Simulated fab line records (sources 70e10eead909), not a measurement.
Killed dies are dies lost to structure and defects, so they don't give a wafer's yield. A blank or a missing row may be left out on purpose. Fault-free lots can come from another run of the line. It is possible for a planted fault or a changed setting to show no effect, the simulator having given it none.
Which tool is to blame? || flow nand-harc || Sampling: 14 lots, 42 wafers, 6 of 1159 route steps

WHAT THE GAUGES READ, wafer by wafer
NHARC_P_BONDPAD_INSPECT_23. Usual: 351 for raw-defect-count, sd 140.
{"lot": "L635", "measured": "day 6 17:21", "on": "defect-inspect-01", "raw-defect-count": "363 332 166", "flag": ""}
{"lot": "L637", "measured": "day 6 23:46", "on": "defect-inspect-01", "raw-defect-count": "483 232 453", "flag": ""}
{"lot": "L636", "measured": "day 7 00:09", "on": "defect-inspect-01", "raw-defect-count": "391 340 595", "flag": ""}
{"lot": "L640", "measured": "day 7 09:06", "on": "defect-inspect-01", "raw-defect-count": "498 399 177", "flag": ""}
{"lot": "L642", "measured": "day 8 09:52", "on": "defect-inspect-02", "raw-defect-count": "238 193 189", "flag": ""}
{"lot": "L648", "measured": "day 9 14:35", "on": "defect-inspect-02", "raw-defect-count": "294 208 399", "flag": ""}
{"lot": "L649", "measured": "day 9 14:53", "on": "defect-inspect-01", "raw-defect-count": "234 565 459", "flag": ""}
{"lot": "L646", "measured": "day 10 03:49", "on": "defect-inspect-02", "raw-defect-count": "845 422 464", "flag": ""}
{"lot": "L650", "measured": "day 10 10:44", "on": "defect-inspect-01", "raw-defect-count": "371 589 510", "flag": ""}
{"lot": "L651", "measured": "day 10 15:18", "on": "defect-inspect-02", "raw-defect-count": "387 471 438", "flag": ""}
{"lot": "L653", "measured": "day 11 09:07", "on": "defect-inspect-01", "raw-defect-count": "291 291 289", "flag": ""}
{"lot": "L655", "measured": "day 11 13:19", "on": "defect-inspect-01", "raw-defect-count": "304 456 273", "flag": ""}
{"lot": "L656", "measured": "day 12 03:34", "on": "defect-inspect-01", "raw-defect-count": "227 316 312", "flag": ""}
{"lot": "L657", "measured": "day 12 09:04", "on": "defect-inspect-01", "raw-defect-count": "211 391 211", "flag": ""}

NHARC_A_SOURCE_PLATE_THK_MEAS_06: measures by ellipsometry. Usual: 200.6 nm for thk-nm, sd 2.1.
{"lot": "L635", "measured": "day 7 17:43", "on": "film-metro-02", "thk-nm (nm)": "202.8 200.3 198.5", "flag": ""}
{"lot": "L637", "measured": "day 8 02:01", "on": "film-metro-02", "thk-nm (nm)": "202.0 198.4 199.0", "flag": ""}
{"lot": "L636", "measured": "day 8 02:01", "on": "film-metro-01", "thk-nm (nm)": "201.5 201.6 201.4", "flag": ""}
{"lot": "L640", "measured": "day 8 05:39", "on": "film-metro-02", "thk-nm (nm)": "199.0 200.6 202.6", "flag": ""}
{"lot": "L642", "measured": "day 9 09:27", "on": "film-metro-01", "thk-nm (nm)": "201.1 199.7 202.7", "flag": ""}
{"lot": "L648", "measured": "day 10 14:21", "on": "film-metro-02", "thk-nm (nm)": "201.2 201.2 203.6", "flag": ""}
{"lot": "L649", "measured": "day 10 14:21", "on": "film-metro-01", "thk-nm (nm)": "198.3 199.2 198.8", "flag": ""}
{"lot": "L646", "measured": "day 11 03:37", "on": "film-metro-02", "thk-nm (nm)": "202.5 201.8 201.7", "flag": ""}
{"lot": "L650", "measured": "day 11 10:14", "on": "film-metro-01", "thk-nm (nm)": "199.2 200.3 201.4", "flag": ""}
{"lot": "L651", "measured": "day 11 14:16", "on": "film-metro-01", "thk-nm (nm)": "199.9 200.0 200.7", "flag": ""}
{"lot": "L653", "measured": "day 12 08:16", "on": "film-metro-02", "thk-nm (nm)": "200.3 202.2 198.3", "flag": ""}
{"lot": "L655", "measured": "day 12 12:21", "on": "film-metro-02", "thk-nm (nm)": "196.1 196.2 198.9", "flag": ""}
{"lot": "L656", "measured": "day 13 03:01", "on": "film-metro-01", "thk-nm (nm)": "201.0 197.6 199.9", "flag": ""}
{"lot": "L657", "measured": "day 13 12:56", "on": "film-metro-01", "thk-nm (nm)": "202.3 200.0 201.3", "flag": ""}

NHARC_A_ONON_D1_THK_MEAS_11: measures by ellipsometry. Usual: 999 nm for thk-nm, sd 7.9.
{"lot": "L635", "measured": "day 7 20:06", "on": "film-metro-01", "thk-nm (nm)": "993 992 992", "flag": ""}
{"lot": "L637", "measured": "day 8 04:21", "on": "film-metro-01", "thk-nm (nm)": "998 1000 1001", "flag": ""}
{"lot": "L636", "measured": "day 8 04:21", "on": "film-metro-02", "thk-nm (nm)": "1004 1004 1005", "flag": ""}
{"lot": "L640", "measured": "day 8 08:00", "on": "film-metro-02", "thk-nm (nm)": "985 983 986", "flag": ""}
{"lot": "L642", "measured": "day 9 11:49", "on": "film-metro-02", "thk-nm (nm)": "1002 1004 1004", "flag": ""}
{"lot": "L648", "measured": "day 10 16:41", "on": "film-metro-02", "thk-nm (nm)": "1052 1052 1049", "flag": "OFF"}
{"lot": "L649", "measured": "day 10 16:45", "on": "film-metro-01", "thk-nm (nm)": "991 990 991", "flag": ""}
{"lot": "L646", "measured": "day 11 06:11", "on": "film-metro-01", "thk-nm (nm)": "1040 1042 1042", "flag": "OFF"}
{"lot": "L650", "measured": "day 11 12:37", "on": "film-metro-01", "thk-nm (nm)": "1005 1003 1005", "flag": ""}
{"lot": "L651", "measured": "day 11 16:38", "on": "film-metro-01", "thk-nm (nm)": "997 998 997", "flag": ""}
{"lot": "L653", "measured": "day 12 10:37", "on": "film-metro-01", "thk-nm (nm)": "1005 1007 1006", "flag": ""}
{"lot": "L655", "measured": "day 12 14:44", "on": "film-metro-01", "thk-nm (nm)": "1006 1006 1007", "flag": ""}
{"lot": "L656", "measured": "day 13 05:21", "on": "film-metro-02", "thk-nm (nm)": "984 984 983", "flag": ""}
{"lot": "L657", "measured": "day 13 16:44", "on": "film-metro-02", "thk-nm (nm)": "999 1000 1001", "flag": ""}

NHARC_END_SORT_01. Usual: killed-at-array 28, standard deviation 11; killed-at-other 0.7, standard deviation 1.1; killed-at-periphery 2.9, standard deviation 2; killed-dies 32, standard deviation 11; killed-open 3.2, standard deviation 1.8; killed-short 2.0, standard deviation 1.4.
{"lot": "L648", "measured": "day 22 04:53", "on": "prober-01", "killed-at-array": "335 337 333", "killed-at-other": "1 1 1", "killed-at-periphery": "2 5 4", "killed-dies": "338 343 338", "killed-open": "3 6 4", "killed-short": "6 5 4", "flag": "OFF"}
{"lot": "L646", "measured": "day 22 13:45", "on": "prober-02", "killed-at-array": "319 298 332", "killed-at-other": "2 2 4", "killed-at-periphery": "4 3 4", "killed-dies": "325 303 340", "killed-open": "3 3 3", "killed-short": "2 1 1", "flag": "OFF"}

WHICH TOOL RAN EACH LOT (tool, then ch and the chambers of the sampled wafers, then the start)
{"lot": "L635", "NHARC_P_BONDPAD_PVD_17": "pvd-sputter-03, day 6 17:21 or earlier", "NHARC_A_ONON_D1_DEP_09": "pecvd-onon-01 ch 0, day 7 19:43"}
{"lot": "L637", "NHARC_P_BONDPAD_PVD_17": "pvd-sputter-01, day 6 23:46 or earlier", "NHARC_A_ONON_D1_DEP_09": "pecvd-onon-03 ch 0, day 8 03:53"}
{"lot": "L636", "NHARC_P_BONDPAD_PVD_17": "pvd-sputter-02, day 7 00:09 or earlier", "NHARC_A_ONON_D1_DEP_09": "pecvd-onon-02 ch 0, day 8 03:53"}
{"lot": "L640", "NHARC_P_BONDPAD_PVD_17": "pvd-sputter-02, day 7 09:06 or earlier", "NHARC_A_ONON_D1_DEP_09": "pecvd-onon-02 ch 0, day 8 07:29"}
{"lot": "L642", "NHARC_P_BONDPAD_PVD_17": "pvd-sputter-01, day 8 09:52 or earlier", "NHARC_A_ONON_D1_DEP_09": "pecvd-onon-03 ch 0, day 9 11:22"}
{"lot": "L648", "NHARC_P_BONDPAD_PVD_17": "pvd-sputter-01, day 9 14:35 or earlier", "NHARC_A_ONON_D1_DEP_09": "pecvd-onon-01 ch 0, day 10 16:14"}
{"lot": "L649", "NHARC_P_BONDPAD_PVD_17": "pvd-sputter-02, day 9 14:53 or earlier", "NHARC_A_ONON_D1_DEP_09": "pecvd-onon-03 ch 0, day 10 16:14"}
{"lot": "L646", "NHARC_P_BONDPAD_PVD_17": "pvd-sputter-01, day 10 03:49 or earlier", "NHARC_A_ONON_D1_DEP_09": "pecvd-onon-01 ch 0, day 11 05:40"}
{"lot": "L650", "NHARC_P_BONDPAD_PVD_17": "pvd-sputter-03, day 10 10:44 or earlier", "NHARC_A_ONON_D1_DEP_09": "pecvd-onon-03 ch 0, day 11 12:13"}
{"lot": "L651", "NHARC_P_BONDPAD_PVD_17": "pvd-sputter-02, day 10 15:18 or earlier", "NHARC_A_ONON_D1_DEP_09": "pecvd-onon-02 ch 0, day 11 16:07"}
{"lot": "L653", "NHARC_P_BONDPAD_PVD_17": "pvd-sputter-01, day 11 09:07 or earlier", "NHARC_A_ONON_D1_DEP_09": "pecvd-onon-03 ch 0, day 12 10:14"}
{"lot": "L655", "NHARC_P_BONDPAD_PVD_17": "pvd-sputter-02, day 11 13:19 or earlier", "NHARC_A_ONON_D1_DEP_09": "pecvd-onon-02 ch 0, day 12 14:13"}
{"lot": "L656", "NHARC_P_BONDPAD_PVD_17": "pvd-sputter-01, day 12 03:34 or earlier", "NHARC_A_ONON_D1_DEP_09": "pecvd-onon-03 ch 0, day 13 04:50"}
{"lot": "L657", "NHARC_P_BONDPAD_PVD_17": "pvd-sputter-01, day 12 09:04 or earlier", "NHARC_A_ONON_D1_DEP_09": "pecvd-onon-01 ch 0, day 13 16:17"}
- NHARC_P_BONDPAD_PVD_17: deposits TaN, target thk 5 nm, time 8.06 s.
- NHARC_A_ONON_D1_DEP_09: target thk 1000 nm.

WHAT THE TOOLS THEMSELVES READ (means of the sampled wafers that have a number; where no wafer has one, the mark that the record gives instead)
NHARC_P_BONDPAD_PVD_17. Usual: substrate-temp-c 50.02 C, standard deviation 0.12; throttle-valve-pct 30.3 %, standard deviation 0.89.
{"lot": "L635", "tool": "pvd-sputter-03", "substrate-temp-c (C)": 49.92, "throttle-valve-pct (%)": 29.9, "flag": ""}
{"lot": "L637", "tool": "pvd-sputter-01", "substrate-temp-c (C)": 50.08, "throttle-valve-pct (%)": 30.4, "flag": ""}
{"lot": "L636", "tool": "pvd-sputter-02", "substrate-temp-c (C)": 50.10, "throttle-valve-pct (%)": 29.9, "flag": ""}
{"lot": "L640", "tool": "pvd-sputter-02", "substrate-temp-c (C)": 50.02, "throttle-valve-pct (%)": 29.5, "flag": ""}
{"lot": "L642", "tool": "pvd-sputter-01", "substrate-temp-c (C)": 50.00, "throttle-valve-pct (%)": 30.5, "flag": ""}
{"lot": "L648", "tool": "pvd-sputter-01", "substrate-temp-c (C)": 50.01, "throttle-valve-pct (%)": 30.1, "flag": ""}
{"lot": "L649", "tool": "pvd-sputter-02", "substrate-temp-c (C)": 49.96, "throttle-valve-pct (%)": 29.8, "flag": ""}
{"lot": "L646", "tool": "pvd-sputter-01", "substrate-temp-c (C)": 50.08, "throttle-valve-pct (%)": 30.7, "flag": ""}
{"lot": "L650", "tool": "pvd-sputter-03", "substrate-temp-c (C)": 49.98, "throttle-valve-pct (%)": 30.4, "flag": ""}
{"lot": "L651", "tool": "pvd-sputter-02", "substrate-temp-c (C)": 50.10, "throttle-valve-pct (%)": 29.6, "flag": ""}
{"lot": "L653", "tool": "pvd-sputter-01", "substrate-temp-c (C)": 50.07, "throttle-valve-pct (%)": 30.4, "flag": ""}
{"lot": "L655", "tool": "pvd-sputter-02", "substrate-temp-c (C)": 50.01, "throttle-valve-pct (%)": 30.0, "flag": ""}
{"lot": "L656", "tool": "pvd-sputter-01", "substrate-temp-c (C)": 49.87, "throttle-valve-pct (%)": 30.4, "flag": ""}
{"lot": "L657", "tool": "pvd-sputter-01", "substrate-temp-c (C)": 50.02, "throttle-valve-pct (%)": 30.7, "flag": ""}

THE ANSWER, worked out from the rows above alone
Rule: a lot counts as off when the mean over its wafers that have a number is more than 3 standard deviations away from the usual mean. A lot without any number at a reading at which 4 lots or more have one is off too. All remaining lots with rows at the step are treated as sound. The gauges are gone through in route order, then the tools' own readings, and for those a lot's mean is taken as printed above. The first step at which some lot is off is used, and at that step the reading that is off furthest; a lot without a number counts as furthest.
Off, at NHARC_A_ONON_D1_THK_MEAS_11 on thk-nm: L648, L646.
If a tool, at a process step before that reading, ran all the lots that are off and no sound lot after the first of them, it fits. The gauges at NHARC_A_ONON_D1_THK_MEAS_11 aren't tried: what is off there is off at NHARC_END_SORT_01 too, on other tools, and a gauge's error can't cause that. NHARC_P_BONDPAD_PVD_17 gives no start for some lots, so the hours and the order of its lots are those of NHARC_P_BONDPAD_INSPECT_23. None of those tried fits.

WHAT HAD BEEN PUT IN BY THE SIMULATOR
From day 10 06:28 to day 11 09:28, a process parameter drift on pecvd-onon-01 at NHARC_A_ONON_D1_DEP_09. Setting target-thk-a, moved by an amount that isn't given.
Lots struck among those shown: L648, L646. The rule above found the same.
